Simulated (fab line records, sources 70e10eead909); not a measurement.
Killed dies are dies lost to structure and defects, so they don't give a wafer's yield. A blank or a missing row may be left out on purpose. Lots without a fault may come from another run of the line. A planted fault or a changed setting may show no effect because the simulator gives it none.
A struck lot beside a sound one | flow nand_harc | 15 steps out of a route of 1302
Sound: wafers L697.1, L697.3, L697.5. Struck: wafer L706.5. (L706.1, L706.3 of the same lot were not struck and are left out.) The cause comes at the end.
At each step with rows: each side's tool, then ch and its chambers, then its first start. Under that, the readings that differ: sound wafers | struck wafers | difference of the means | sigmas: that difference in standard deviations of wafers without a fault.
alike: readings whose means differ by less than 2 such deviations, and words and numbers that are the same on both sides. not compared: withheld readings, readings that some wafer has no value for, bounds like >300 that may hide the same value, and numbers for which the record gives no deviation and whose values overlap.
The two part at a step that has a row with sigmas, a row that says differs or no value, or rows on one side only. Numbers that don't overlap but have no deviation are shown without sigmas and don't part them. A reading that every wafer of one side lacks parts them only if that side has two wafers or more.

first, 6 steps without rows for these wafers: NHARC_A_DECK1_JOINT_CVD_34 (deposits SiNx, target thk 20 nm); NHARC_A_DECK1_JOINT_DEP_06 (deposits SiOx, target thk 80 nm); NHARC_A_DECK1_JOINT_CURE_26 (time 32 s); NHARC_A_DECK1_JOINT_ANNEAL_27 (time 3600 s); NHARC_A_DECK1_JOINT_ANNEAL_28 (time 1800 s); NHARC_A_DECK1_JOINT_ANNEAL_29 (time 1800 s).
NHARC_A_DECK1_JOINT_CMP_02: polishes SiOx.
  sound on cmp-03 ch 1,2, day 14 00:50; struck on cmp-01 ch 0, day 17 23:04
  alike: motor_current_A
then, 1 step without rows for these wafers: NHARC_A_DECK1_JOINT_SRD_15.
NHARC_A_DECK1_JOINT_DEP_16: deposits SiO2, target thk 45 nm.
  sound on pecvd-04 ch 0,1,2, day 14 01:12; struck on pecvd-01 ch 0, day 17 23:27
  alike: chamber_pressure_Torr, heater_power_w, throttle_valve_pct
NHARC_A_DECK1_JOINT_THK_MEAS_17: measures by ellipsometry.
  sound on film_metro-01, day 14 01:29; struck on film_metro-02, day 17 23:44
  alike: thk_nm
NHARC_A_DECK1_JOINT_INSPECT_05:
  sound on defect_inspect-02, day 14 01:31; struck on defect_inspect-02, day 17 23:46
  alike: raw_defect_count
NHARC_A_ONON_D2_DEP_00: target thk 1000 nm.
  sound on pecvd_onon-02 ch 0, day 14 01:35; struck on pecvd_onon-04 ch 0, day 17 23:50
  alike: n2o_flow_sccm
NHARC_A_ONON_D2_THK_MEAS_02: measures by ellipsometry.
  sound on film_metro-01, day 14 02:06; struck on film_metro-02, day 18 00:21
  reading     | sound          | struck | difference | sigmas
  thk_nm (nm) | 1004 1002 1003 | 293    | -710       | -76
then, 1 step without rows for these wafers: NHARC_A_ONON_D2_DEP_03 (target thk 1000 nm).
-- the record jumps here: 12 days lie between the struck wafers' starts before and after (it left off in module A_ONON_D2 and takes up again in module END, whose first step shown is number 1302 of the route) --
NHARC_END_SORT_01:
  the record has rows for the struck wafers here (prober-01 ch 0, day 30 00:33) and none for the sound ones

WHERE THEY PART
First at NHARC_A_ONON_D2_THK_MEAS_02; last, within this record, at NHARC_END_SORT_01.

WHY: what the simulator had put in
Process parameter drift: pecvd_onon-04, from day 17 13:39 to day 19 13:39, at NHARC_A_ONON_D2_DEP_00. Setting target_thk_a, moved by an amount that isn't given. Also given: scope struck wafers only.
